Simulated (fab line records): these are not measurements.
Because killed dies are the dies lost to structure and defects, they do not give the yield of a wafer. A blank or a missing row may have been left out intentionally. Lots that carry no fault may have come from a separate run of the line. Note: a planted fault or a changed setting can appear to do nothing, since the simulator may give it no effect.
fab line records	flow n5Finfet
[record] lots = 7	wafers = 39
route steps=1938 shown FIN_SAQP@94 SD_EPI_P@312 GATE_CUT@510 MOL_CONTACT_COAG@608 BEOL_M0@731 BEOL_M3@980 BEOL_M4@1086 BEOL_M7@1267 BEOL_M11@1592 BEOL_M14@1744 BEOL_M15@1773 PAD_METAL@1896 PASSIVATION@1936
startH: hours from the record's first day to the start of the lot's first wafer shown	waitH: hours since the lot's step before	" identical to the entry in the row above	L1.1+2: a single row standing in for several wafers	- value missing, or start not given	* or withheld: withheld	< > ~ a bound
route shown NAME@n: names a module that has steps shown in the file, with the first one's number in the route	usual: average and standard deviation across the fault-free wafers	same: alike in all rows	chamber/n: place in a boat	sites: each site's reading	_std_site: the values' standard deviation	_edge_site: inner sites' mean taken away from outer sites' mean	radiusMm: for every site, how far away it sits from the centre of the wafer	mask NAME#n: copy n	behind: the tool/chamber that last shaped the wafer	hold: cause of the lot's hold/its duration in hours/its outcome	device: whichever transistor did not switch (one of n, p or np)	end of line: tests run on the same wafers once the route is complete	for a step that has no rows: nothing shown but its recipe	killed: the dies lost at the first sort to structure and to defects; this is not the yield of the wafer	map: dies across one wafer; x = killed, . = not, _ = none there
set.NAME: the setting as run; set.NAME@STEP: as run at that earlier step	model.NAME: the simulator's own value behind a step, which no gauge read
lots with deliberately changed settings; one table per step, one row per wafer
[[steps]]
[step N5_FIN_SAQP_ALD_61]
[recipe] material = SiO2	targetThkA = 40	tempC = 300	aldPrecursorFamily = BDEAS	aldCoReactant = O2-plasma	pulseTimeS = 1	purgeTimeS = 2	coReactantPurgeTimeS = 2	aldCycles = 43	pressureTorr = 2
[step N5_FIN_SAQP_PECVD_06]
[recipe] material = a-Si	targetThkA = 600	tempC = 400	precursor = SiH4/He	pressureTorr = 3	rfW = 100	timeS = 48.1
[step N5_SD_EPI_P_ETCH_16]
[recipe] chemistry = CHF3/O2	target = SiO2	targetDepthA = 50	maskMaterial = SOC	pressureMtorr = 30	sourceW = 650	biasW = 170	Ar_flow_sccm = 200	CHF3_flow_sccm = 50	O2_flow_sccm = 5	ionEnergyEv = 200
[step N5_GATE_CUT_ALD_22]
[recipe] material = SiNx	targetThkA = 160	tempC = 400	aldPrecursorFamily = SiH2I2	aldCoReactant = N2/H2-plasma	pulseTimeS = 1	aldCycles = 320	purgeTimeS = 2	coReactantPurgeTimeS = 2	pressureTorr = 2
[step N5_MOL_CONTACT_COAG_ALD_133]
[recipe] material = SiO2	targetThkA = 50	tempC = 100	aldPrecursorFamily = BDEAS	aldCoReactant = O2-plasma	pulseTimeS = 1	coReactantPulseTimeS = 1	purgeTimeS = 2	coReactantPurgeTimeS = 2	aldCycles = 35	pressureTorr = 2
[step N5_BEOL_M0_ALD_136]
[recipe] material = TaN	targetThkA = *	tempC = 275	aldPrecursorFamily = PDMAT	aldCoReactant = NH3	pressureTorr = 3	carrierFlowSccm = 1500	pulseTimeS = 2	purgeTimeS = 3	coReactantPurgeTimeS = 2	coReactantPulseTimeS = 3	aldCycles = 30	precursorVesselTempC = 75	precursorVesselPressureTorr = 26.25	precursorVesselCarrierSccm = 1000
[step N5_BEOL_M3_TRENCH_ETCH_37]
[recipe] chemistry = C4F6/O2	targetDepthA = 555.55	target = SiOC	timeS = 29.2	ionEnergyEv = 250	pressureMtorr = 30	sourceW = 355	biasW = 185	Ar_flow_sccm = 300	C4F6_flow_sccm = 10	O2_flow_sccm = 10
[step N5_BEOL_M4_SPUTTER_79]
[recipe] material = Cu	targetThkA = 45	tempC = -20	chamberPressurePa = 0.07	powerW = withheld	timeS = 8.29
[step N5_BEOL_M7_HM_DEP_02]
[recipe] material = TiN	targetThkA = 200	tempC = 25	chamberPressurePa = 0.49996
[step N5_BEOL_M11_CVD_75]
[recipe] material = Co	targetThkA = 20	tempC = withheld	precursor = CCTBA/H2	pressureTorr = 30	timeS = 138.9
[step N5_BEOL_M14_DEVELOP_27]
[recipe] developTimeS = 45	rinseLiquid = diw	dry = airSpin	devTempC = 21
[step N5_BEOL_M15_ILD_DEP_00]
[recipe] material = SiO2	targetThkA = 16293	tempC = 400	precursor = TEOS/O2	pressureTorr = 6.5	rfW = 900	teosFlowSccm = 161.4	gas = O2	flowSccm = 2650	timeS = 346.1
[step N5_PASSIVATION_AL_DEP_21]
[recipe] material = Al	targetThkA = 28000	tempC = 400	timeS = 170	powerW = 30000	chamberPressurePa = 0.4	gas = Ar
[step N5_PASSIVATION_PROBE_49]
[usual] killedAtContacts = 13/7	killedDies = 106/17	killedOnRim = 14/3.9	sort_bin_5_function = 5.2/0.98
lot.wafer	tool	chamber	startH	waitH	set.aldCycles@FIN_SAQP_ALD_61	set.timeS@FIN_SAQP_PECVD_06	set.targetDepthA@SD_EPI_P_ETCH_16	set.aldCycles@GATE_CUT_ALD_22	set.aldCycles@MOL_CONTACT_COAG_ALD_133	set.coReactantPulseTimeS@BEOL_M0_ALD_136	set.targetDepthA@BEOL_M3_TRENCH_ETCH_37	set.targetThkA@BEOL_M4_SPUTTER_79	set.targetThkA@BEOL_M7_HM_DEP_02	set.targetThkA@BEOL_M11_CVD_75	set.developTimeS@BEOL_M14_DEVELOP_27	set.targetThkA@BEOL_M15_ILD_DEP_00	set.timeS@PASSIVATION_AL_DEP_21	killedAtContacts	killedDies	killedOnRim	sort_bin_5_function[%]
L075.1	prober-02	-	267.14	0.0	52	27.78	50	432	35	4.343	555.55	21.98	200	20	30.06	16293	127.1	28	100	15	5.0
L075.2	prober-02	-	267.19	0.1	52	27.78	50	320	54	3	555.55	21.98	200	20	45	21290	170	1118	1180	152	97.6
L075.3	prober-02	-	267.24	0.1	52	48.1	50	432	54	3	555.55	45	200	20	30.06	21290	170	1119	1180	152	97.2
L075.4	prober-02	-	267.29	0.2	43	48.1	50	432	35	4.343	555.55	21.98	200	11	30.06	16293	127.1	21	87	10	4.5
L075.5	prober-02	-	267.34	0.2	43	48.1	50	320	35	3	555.55	45	200	11	45	21290	127.1	10	82	10	3.9
L075.6	prober-02	-	267.39	0.3	43	27.78	50	320	54	4.343	555.55	45	200	11	45	16293	170	1109	1180	152	96.3
L079.4	prober-01	-	286.88	0.2	43	48.1	50	320	35	3	555.55	45	200	20	45	16293	170	8	110	13	5.6
L079.5	prober-01	-	286.93	0.2	43	48.1	50	320	35	3	555.55	45	200	20	45	16293	170	9	89	13	3.3
L079.6	prober-01	-	286.98	0.3	43	48.1	50	320	35	3	555.55	45	200	20	45	16293	170	23	104	15	5.1
L076.1	prober-01	-	287.03	0.1	43	48.1	50	320	35	3	256.6	45	200	20	29.55	16293	170	20	123	17	6.9
L076.2	prober-01	-	287.08	0.2	43	48.1	63.74	320	44	3	555.55	70.1	100.3	20	45	20150	252	133	1180	152	93.6
L076.3	prober-01	-	287.13	0.2	43	40.82	50	320	44	3	555.55	45	100.3	9.151	45	16293	170	322	459	53	33.6
L076.4	prober-01	-	287.18	0.3	43	48.1	50	320	44	3	256.6	70.1	200	20	29.55	20150	170	347	437	59	33.5
L076.5	prober-01	-	287.23	0.3	43	40.82	63.74	320	35	3	555.55	70.1	200	9.151	45	20150	252	26	1180	152	95.2
L076.6	prober-01	-	287.28	0.4	43	40.82	63.74	320	35	3	256.6	45	100.3	9.151	29.55	16293	252	23	1180	152	96.1
L088.1	prober-02	-	348.97	0.0	43	48.1	50	320	46	3	555.55	63.89	200	15.49	45	11660	223.1	621	1180	152	95.6
L088.2	prober-02	-	349.02	0.1	64	25.32	50	320	35	2.288	555.55	45	200	20	64.09	11660	170	11	220	32	14.7
L088.3	prober-02	-	349.07	0.1	43	48.1	32.38	320	35	2.288	555.55	63.89	200	20	45	16293	170	22	107	17	5.5
L088.4	prober-02	-	349.12	0.2	64	48.1	32.38	320	35	3	555.55	45	301.4	15.49	45	11660	223.1	29	1180	152	97.1
L088.5	prober-02	-	349.17	0.2	43	25.32	50	320	46	3	555.55	45	301.4	20	64.09	16293	223.1	624	1180	152	96.7
L088.6	prober-02	-	349.22	0.3	64	25.32	32.38	320	46	2.288	555.55	63.89	301.4	15.49	64.09	16293	170	488	1170	146	95.3
L086.1	prober-02	-	356.50	0.0	43	75.26	50	320	44	3	555.55	57.67	259.2	20	58.54	16293	170	9	1177	152	95.4
L086.2	prober-02	-	356.55	0.1	60	75.26	50	320	35	3	555.55	45	259.2	20	45	16293	231.3	10	1180	152	97.0
L086.3	prober-02	-	356.60	0.1	60	48.1	59.93	320	44	3	555.55	45	200	15.14	45	16293	170	368	461	59	36.2
L086.4	prober-02	-	356.65	0.2	43	75.26	59.93	430	35	3	555.55	57.67	259.2	15.14	58.54	16293	231.3	12	1180	152	96.4
L086.5	prober-02	-	356.70	0.2	60	48.1	50	430	35	3	555.55	45	200	15.14	58.54	16293	170	16	119	11	7.3
L086.6	prober-02	-	356.75	0.3	43	48.1	59.93	430	44	3	555.55	57.67	200	20	45	16293	231.3	130	1180	152	96.2
L092.1	prober-02	-	392.62	0.0	43	48.1	25.22	161	24	3.789	555.55	45	200	20	36.33	16293	170	820	921	126	6.3
L092.2	prober-02	-	392.67	0.1	67	48.1	25.22	320	24	3.789	555.55	22.81	298.2	20	36.33	16293	170	56	1178	152	92.5
L092.3	prober-02	-	392.72	0.1	67	48.1	50	161	35	3	555.55	22.81	200	20	45	16293	170	19	1069	152	85.7
L092.4	prober-02	-	392.77	0.2	43	48.1	50	161	35	3.789	555.55	45	298.2	20	45	16293	170	5	859	150	68.0
L092.5	prober-02	-	392.82	0.2	43	48.1	25.22	320	35	3	555.55	45	298.2	20	36.33	16293	170	23	961	145	78.0
L092.6	prober-02	-	392.87	0.3	67	48.1	50	320	24	3	555.55	22.81	200	20	45	16293	170	62	1151	140	88.6
L096.1	prober-02	-	404.80	0.0	57	48.1	50	320	55	4.775	761.7	45	243.8	20	54.89	21790	69.5	1088	1180	152	96.1
L096.2	prober-02	-	404.85	0.1	43	24.5	50	507	35	4.775	555.55	45	243.8	30.02	54.89	21790	170	19	117	13	6.4
L096.3	prober-02	-	404.90	0.1	57	24.5	50	320	35	3	761.7	60.31	243.8	30.02	45	16293	69.5	19	135	20	6.8
L096.4	prober-02	-	404.95	0.2	57	24.5	50	507	55	3	761.7	45	200	30.02	45	16293	170	1099	1180	152	97.5
L096.5	prober-02	-	405.00	0.2	43	48.1	50	507	35	4.775	555.55	60.31	200	20	45	21790	170	8	122	19	6.8
L096.6	prober-02	-	405.05	0.3	43	48.1	50	320	55	3	555.55	60.31	200	20	54.89	16293	69.5	1080	1180	152	95.9
// killed by level:class
L075.1 MOL_CONTACT_COAG:geometricParticle:open=23 FIN_SAQP:geometricParticle:open=8 BEOL_M4:geometricParticle:open=8 BEOL_M1:geometricParticle:open=6 MOL_CONTACT_COAG:geometricParticle:short=5 GATE_CUT:geometricParticle:short=4 BEOL_M0_SAQP:geometricParticle:short=4 BEOL_M2:geometricParticle:open=4
L075.2 MOL_CONTACT_COAG:areaAld=1112 BEOL_M4:geometricParticle:open=10 STI_FIN_REVEAL:geometricParticle:open=9 FIN_SAQP:geometricParticle:open=6 BEOL_M0_SAQP:geometricParticle:open=6 FIN_SAQP:geometricParticle:short=4 MOL_CONTACT_COAG:geometricParticle:open=4 BEOL_M0_SAQP:geometricParticle:short=3
L075.3 MOL_CONTACT_COAG:areaAld=1100 MOL_CONTACT_COAG:geometricParticle:open=15 FIN_SAQP:geometricParticle:open=7 BEOL_M4:geometricParticle:open=7 BEOL_M0_SAQP:geometricParticle:open=6 FIN_SAQP:geometricParticle:short=4 MOL_CONTACT_COAG:geometricParticle:short=4 BEOL_M1:geometricParticle:open=4
L075.4 MOL_CONTACT_COAG:geometricParticle:open=19 BEOL_M0_SAQP:geometricParticle:open=15 BEOL_M2:geometricParticle:open=8 FIN_SAQP:geometricParticle:short=6 BEOL_M0_SAQP:geometricParticle:short=6 FIN_SAQP:geometricParticle:open=5 BEOL_M3:geometricParticle:open=3 BEOL_M4:geometricParticle:open=3
L075.5 BEOL_M0_SAQP:geometricParticle:open=12 MOL_CONTACT_COAG:geometricParticle:open=10 FIN_SAQP:geometricParticle:short=7 BEOL_M2:geometricParticle:open=7 BEOL_M0_SAQP:geometricParticle:short=5 FIN_SAQP:geometricParticle:open=4 BEOL_M3:geometricParticle:short=3 BEOL_M5:geometricParticle:open=3
L075.6 MOL_CONTACT_COAG:areaAld=1091 MOL_CONTACT_COAG:geometricParticle:open=14 BEOL_M0_SAQP:geometricParticle:short=8 FIN_SAQP:geometricParticle:open=6 FIN_SAQP:geometricParticle:short=6 BEOL_M0_SAQP:geometricParticle:open=6 BEOL_M4:geometricParticle:open=6 HKMG_FIN:areaEtch=5
L079.4 BEOL_M4:geometricParticle:open=15 STI_FIN_REVEAL:geometricParticle:open=10 BEOL_M2:geometricParticle:open=9 BEOL_M0_SAQP:geometricParticle:short=9 BEOL_M0_SAQP:geometricParticle:open=9 MOL_CONTACT_COAG:geometricParticle:open=6 FIN_SAQP:geometricParticle:short=5 BEOL_M1:geometricParticle:open=5
L079.5 BEOL_M0_SAQP:geometricParticle:open=15 MOL_CONTACT_COAG:geometricParticle:open=8 BEOL_M0_SAQP:geometricParticle:short=8 FIN_SAQP:geometricParticle:short=6 STI_FIN_REVEAL:geometricParticle:open=6 BEOL_M2:geometricParticle:open=6 FIN_SAQP:geometricParticle:open=5 STARTING-WAFER:geometricParticle:short=4
L079.6 MOL_CONTACT_COAG:geometricParticle:open=17 STI_FIN_REVEAL:geometricParticle:open=12 BEOL_M0_SAQP:geometricParticle:open=9 BEOL_M0_SAQP:geometricParticle:short=7 BEOL_M2:geometricParticle:open=6 MOL_CONTACT_COAG:geometricParticle:short=5 BEOL_M2:geometricParticle:short=4 BEOL_M3:geometricParticle:open=4
L076.1 STI_FIN_REVEAL:geometricParticle:open=16 MOL_CONTACT_COAG:geometricParticle:open=16 BEOL_M2:geometricParticle:open=9 BEOL_M0_SAQP:geometricParticle:open=7 BEOL_M0_SAQP:geometricParticle:short=5 BEOL_M4:geometricParticle:open=5 FIN_SAQP:geometricParticle:short=4 MOL_CONTACT_COAG:geometricParticle:short=4
L076.2 PASSIVATION:areaEtch=903 MOL_CONTACT_COAG:areaAld=105 MOL_CONTACT_COAG:geometricParticle:open=21 FIN_SAQP:geometricParticle:short=16 BEOL_M4:geometricParticle:open=14 BEOL_M0_SAQP:geometricParticle:open=12 STI_FIN_REVEAL:geometricParticle:open=11 GATE_CUT:geometricParticle:short=10
L076.3 MOL_CONTACT_COAG:areaAld=305 STI_FIN_REVEAL:geometricParticle:open=44 MOL_CONTACT_COAG:geometricParticle:open=14 STI_FIN_REVEAL:geometricParticle:short=11 BEOL_M4:geometricParticle:open=10 BEOL_M3:geometricParticle:open=9 FIN_SAQP:geometricParticle:open=7 BEOL_M0_SAQP:geometricParticle:short=7
L076.4 MOL_CONTACT_COAG:areaAld=334 BEOL_M2:geometricParticle:open=12 MOL_CONTACT_COAG:geometricParticle:open=11 STI_FIN_REVEAL:geometricParticle:open=10 GATE_CUT:geometricParticle:short=7 BEOL_M1:geometricParticle:open=7 FIN_SAQP:geometricParticle:short=6 BEOL_M0_SAQP:geometricParticle:short=5
L076.5 PASSIVATION:areaEtch=1027 STI_FIN_REVEAL:geometricParticle:open=32 MOL_CONTACT_COAG:geometricParticle:open=20 STI_FIN_REVEAL:geometricParticle:short=14 BEOL_M0_SAQP:geometricParticle:open=14 BEOL_M4:geometricParticle:open=10 BEOL_M0_SAQP:geometricParticle:short=9 MOL_CONTACT_COAG:geometricParticle:short=6
L076.6 PASSIVATION:areaEtch=1050 MOL_CONTACT_COAG:geometricParticle:open=17 STI_FIN_REVEAL:geometricParticle:open=13 FIN_SAQP:geometricParticle:open=10 BEOL_M0_SAQP:geometricParticle:open=9 BEOL_M4:geometricParticle:open=8 BEOL_M0_SAQP:geometricParticle:short=7 BEOL_M1:geometricParticle:open=7
L088.1 MOL_CONTACT_COAG:areaAld=602 PASSIVATION:areaEtch=451 MOL_CONTACT_COAG:geometricParticle:open=17 BEOL_M0_SAQP:geometricParticle:short=17 STI_FIN_REVEAL:geometricParticle:open=14 BEOL_M3:geometricParticle:open=14 BEOL_M0_SAQP:geometricParticle:open=9 BEOL_M4:geometricParticle:open=7
L088.2 FIN_CUT:areaEtch=124 STI_FIN_REVEAL:geometricParticle:open=15 BEOL_M3:geometricParticle:open=11 MOL_CONTACT_COAG:geometricParticle:open=9 BEOL_M4:geometricParticle:open=8 GATE_CUT:geometricParticle:short=4 BEOL_M0_SAQP:geometricParticle:open=4 BEOL_M3:geometricParticle:short=4
L088.3 MOL_CONTACT_COAG:geometricParticle:open=15 BEOL_M3:geometricParticle:open=11 BEOL_M4:geometricParticle:open=11 BEOL_M0_SAQP:geometricParticle:short=8 STI_FIN_REVEAL:geometricParticle:open=7 MOL_CONTACT_COAG:geometricParticle:short=7 BEOL_M2:geometricParticle:open=7 BEOL_M1:geometricParticle:open=5
L088.4 FIN_CUT:areaEtch=521 BEOL_M7:areaOpen=493 PASSIVATION:areaEtch=76 MOL_CONTACT_COAG:geometricParticle:open=20 BEOL_M0_SAQP:geometricParticle:open=9 MOL_CONTACT_COAG:geometricParticle:short=8 BEOL_M0_SAQP:geometricParticle:short=8 BEOL_M4:geometricParticle:open=7
L088.5 MOL_CONTACT_COAG:areaAld=606 BEOL_M7:areaOpen=479 MOL_CONTACT_COAG:geometricParticle:open=18 BEOL_M0_SAQP:geometricParticle:open=13 BEOL_M0_SAQP:geometricParticle:short=7 PASSIVATION:areaEtch=7 BEOL_M1:geometricParticle:short=6 DUMMY_GATE:geometricParticle:open=4
L088.6 MOL_CONTACT_COAG:areaAld=475 FIN_CUT:areaEtch=322 BEOL_M7:areaOpen=264 MOL_CONTACT_COAG:geometricParticle:open=10 FIN_SAQP:geometricParticle:open=8 BEOL_M2:geometricParticle:open=8 BEOL_M3:geometricParticle:open=8 ILD0:geometricParticle:short=7
L086.1 FIN_SAQP:areaEtch=1059 STI_FIN_REVEAL:geometricParticle:open=27 BEOL_M0_SAQP:geometricParticle:short=9 DUMMY_GATE:geometricParticle:open=7 MOL_CONTACT_COAG:geometricParticle:open=7 FIN_SAQP:geometricParticle:short=6 BEOL_M4:geometricParticle:open=6 BEOL_M0_SAQP:geometricParticle:open=6
L086.2 FIN_SAQP:areaEtch=959 PASSIVATION:areaEtch=120 STI_FIN_REVEAL:geometricParticle:open=13 MOL_CONTACT_COAG:geometricParticle:open=7 BEOL_M0_SAQP:geometricParticle:short=7 BEOL_M4:geometricParticle:open=6 DUMMY_GATE:geometricParticle:open=5 DUMMY_GATE:geometricParticle:short=5
L086.3 MOL_CONTACT_COAG:areaAld=365 FIN_CUT:areaEtch=20 DUMMY_GATE:geometricParticle:open=9 BEOL_M0_SAQP:geometricParticle:open=8 STARTING-WAFER:geometricParticle:short=6 FIN_SAQP:geometricParticle:short=4 BEOL_M0_SAQP:geometricParticle:short=4 BEOL_M2:geometricParticle:open=4
L086.4 FIN_SAQP:areaEtch=1062 PASSIVATION:areaEtch=21 BEOL_M2:geometricParticle:open=11 STI_FIN_REVEAL:geometricParticle:open=7 MOL_CONTACT_COAG:geometricParticle:open=7 GATE_CUT:geometricParticle:short=6 BEOL_M0_SAQP:geometricParticle:short=6 MOL_CONTACT_COAG:geometricParticle:short=5
L086.5 FIN_CUT:areaEtch=24 MOL_CONTACT_COAG:geometricParticle:open=14 BEOL_M0_SAQP:geometricParticle:short=9 BEOL_M0_SAQP:geometricParticle:open=9 GATE_CUT:geometricParticle:short=8 BEOL_M2:geometricParticle:open=6 BEOL_M4:geometricParticle:open=6 BEOL_M3:geometricParticle:open=5
L086.6 PASSIVATION:areaEtch=953 MOL_CONTACT_COAG:areaAld=112 STI_FIN_REVEAL:geometricParticle:open=19 MOL_CONTACT_COAG:geometricParticle:open=15 BEOL_M3:geometricParticle:open=11 BEOL_M0_SAQP:geometricParticle:open=6 BEOL_M0_SAQP:geometricParticle:short=6 FIN_SAQP:geometricParticle:short=5
L092.1 MOL_CONTACT_COAG:areaAld=810 DUMMY_GATE:geometricParticle:open=12 BEOL_M0_SAQP:geometricParticle:short=12 BEOL_M1:geometricParticle:open=10 STI_FIN_REVEAL:geometricParticle:open=7 GATE_CUT:geometricParticle:short=7 MOL_CONTACT_COAG:geometricParticle:open=7 BEOL_M0_SAQP:geometricParticle:open=6
L092.2 FIN_CUT:areaEtch=1006 MOL_CONTACT_COAG:areaAld=39 BEOL_M7:areaOpen=27 BEOL_M0_SAQP:geometricParticle:open=13 MOL_CONTACT_COAG:geometricParticle:open=10 STI_FIN_REVEAL:geometricParticle:open=8 FIN_SAQP:geometricParticle:open=7 MOL_CONTACT_COAG:geometricParticle:short=7
L092.3 FIN_CUT:areaEtch=939 MOL_CONTACT_COAG:geometricParticle:open=12 BEOL_M0_SAQP:geometricParticle:short=10 BEOL_M0_SAQP:geometricParticle:open=10 FIN_SAQP:geometricParticle:short=7 MOL_CONTACT_COAG:geometricParticle:short=7 STI_FIN_REVEAL:geometricParticle:open=6 BEOL_M1:geometricParticle:open=6
L092.4 BEOL_M7:areaOpen=746 STI_FIN_REVEAL:geometricParticle:open=28 STI_FIN_REVEAL:geometricParticle:short=10 BEOL_M0_SAQP:geometricParticle:short=8 BEOL_M3:geometricParticle:open=8 GATE_CUT:geometricParticle:short=7 FIN_SAQP:geometricParticle:open=5 BEOL_M0:geometricParticle:open=5
L092.5 BEOL_M7:areaOpen=855 MOL_CONTACT_COAG:geometricParticle:open=19 GATE_CUT:geometricParticle:short=7 BEOL_M0_SAQP:geometricParticle:open=7 BEOL_M4:geometricParticle:open=6 BEOL_M0_SAQP:geometricParticle:short=5 BEOL_M3:geometricParticle:open=5 GATE_CUT:geometricParticle:open=4
L092.6 FIN_CUT:areaEtch=989 MOL_CONTACT_COAG:areaAld=53 STI_FIN_REVEAL:geometricParticle:open=16 BEOL_M0_SAQP:geometricParticle:short=14 MOL_CONTACT_COAG:geometricParticle:open=8 BEOL_M2:geometricParticle:open=8 STI_FIN_REVEAL:geometricParticle:short=5 GATE_CUT:geometricParticle:open=5
L096.1 MOL_CONTACT_COAG:areaAld=1075 BEOL_M2:geometricParticle:open=13 FIN_SAQP:geometricParticle:short=11 MOL_CONTACT_COAG:geometricParticle:open=10 BEOL_M0_SAQP:geometricParticle:open=9 DUMMY_GATE:geometricParticle:open=8 FIN_SAQP:geometricParticle:open=7 BEOL_M0_SAQP:geometricParticle:short=7
L096.2 MOL_CONTACT_COAG:geometricParticle:open=15 BEOL_M0_SAQP:geometricParticle:open=13 FIN_SAQP:geometricParticle:open=11 BEOL_M2:geometricParticle:open=11 BEOL_M0_SAQP:geometricParticle:short=7 BEOL_M1:geometricParticle:open=7 BEOL_M4:geometricParticle:open=6 STARTING-WAFER:geometricParticle:short=6
L096.3 BEOL_M2:geometricParticle:open=22 MOL_CONTACT_COAG:geometricParticle:open=14 BEOL_M1:geometricParticle:open=12 BEOL_M0_SAQP:geometricParticle:short=12 FIN_SAQP:geometricParticle:open=11 BEOL_M0_SAQP:geometricParticle:open=11 DUMMY_GATE:geometricParticle:open=9 MOL_CONTACT_COAG:geometricParticle:short=5
L096.4 MOL_CONTACT_COAG:areaAld=1088 BEOL_M2:geometricParticle:open=18 FIN_SAQP:geometricParticle:short=10 MOL_CONTACT_COAG:geometricParticle:open=10 BEOL_M0_SAQP:geometricParticle:open=8 FIN_SAQP:geometricParticle:open=7 BEOL_M4:geometricParticle:open=7 BEOL_M0_SAQP:geometricParticle:short=5
L096.5 BEOL_M2:geometricParticle:open=12 BEOL_M0_SAQP:geometricParticle:open=11 BEOL_M3:geometricParticle:open=10 BEOL_M1:geometricParticle:open=9 FIN_SAQP:geometricParticle:short=8 STI_FIN_REVEAL:geometricParticle:open=7 MOL_CONTACT_COAG:geometricParticle:open=7 DUMMY_GATE:geometricParticle:open=6
L096.6 MOL_CONTACT_COAG:areaAld=1069 FIN_SAQP:geometricParticle:open=17 BEOL_M0_SAQP:geometricParticle:short=15 BEOL_M2:geometricParticle:open=12 BEOL_M0_SAQP:geometricParticle:open=10 FIN_SAQP:geometricParticle:short=10 MOL_CONTACT_COAG:geometricParticle:open=7 BEOL_M4:geometricParticle:open=6
[[key]]
[split] step = N5_FIN_SAQP_ALD_61	setting = aldCycles	statedAs = 43
response none clear
[split] step = N5_FIN_SAQP_PECVD_06	setting = timeS	statedAs = 48.1
response none clear
[split] step = N5_SD_EPI_P_ETCH_16	setting = targetDepthA	statedAs = 50
response none clear
[split] step = N5_GATE_CUT_ALD_22	setting = aldCycles	statedAs = 320
response none clear
[split] step = N5_MOL_CONTACT_COAG_ALD_133	setting = aldCycles	statedAs = 35
[response] step = N5_PASSIVATION_PROBE_49	reading = sort_bin_5_function	slope = +1.27	per = 1%	togetherWith = all	explained = 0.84
[response] step = N5_PASSIVATION_PROBE_49	reading = killedAtContacts	slope = +14.7	per = 1%	togetherWith = all	explained = 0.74
[response] step = N5_PASSIVATION_PROBE_49	reading = killedOnRim	slope = +1.77	per = 1%	togetherWith = all	explained = 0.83
[response] step = N5_PASSIVATION_PROBE_49	reading = killedDies	slope = +13.5	per = 1%	togetherWith = all	explained = 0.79
[split] step = N5_BEOL_M0_ALD_136	setting = coReactantPulseTimeS	statedAs = 3
response none clear
[split] step = N5_BEOL_M3_TRENCH_ETCH_37	setting = targetDepthA	statedAs = 555.55
response none clear
[split] step = N5_BEOL_M4_SPUTTER_79	setting = targetThkA	statedAs = 45
response none clear
[split] step = N5_BEOL_M7_HM_DEP_02	setting = targetThkA	statedAs = 200
response none clear
[split] step = N5_BEOL_M11_CVD_75	setting = targetThkA	statedAs = 20
response none clear
[split] step = N5_BEOL_M14_DEVELOP_27	setting = developTimeS	statedAs = 45
response none clear
[split] step = N5_BEOL_M15_ILD_DEP_00	setting = targetThkA	statedAs = 16293
response none clear
[split] step = N5_PASSIVATION_AL_DEP_21	setting = timeS	statedAs = 170
[response] step = N5_PASSIVATION_PROBE_49	reading = killedOnRim	slope = +1.92	per = 1%	togetherWith = all	explained = 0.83
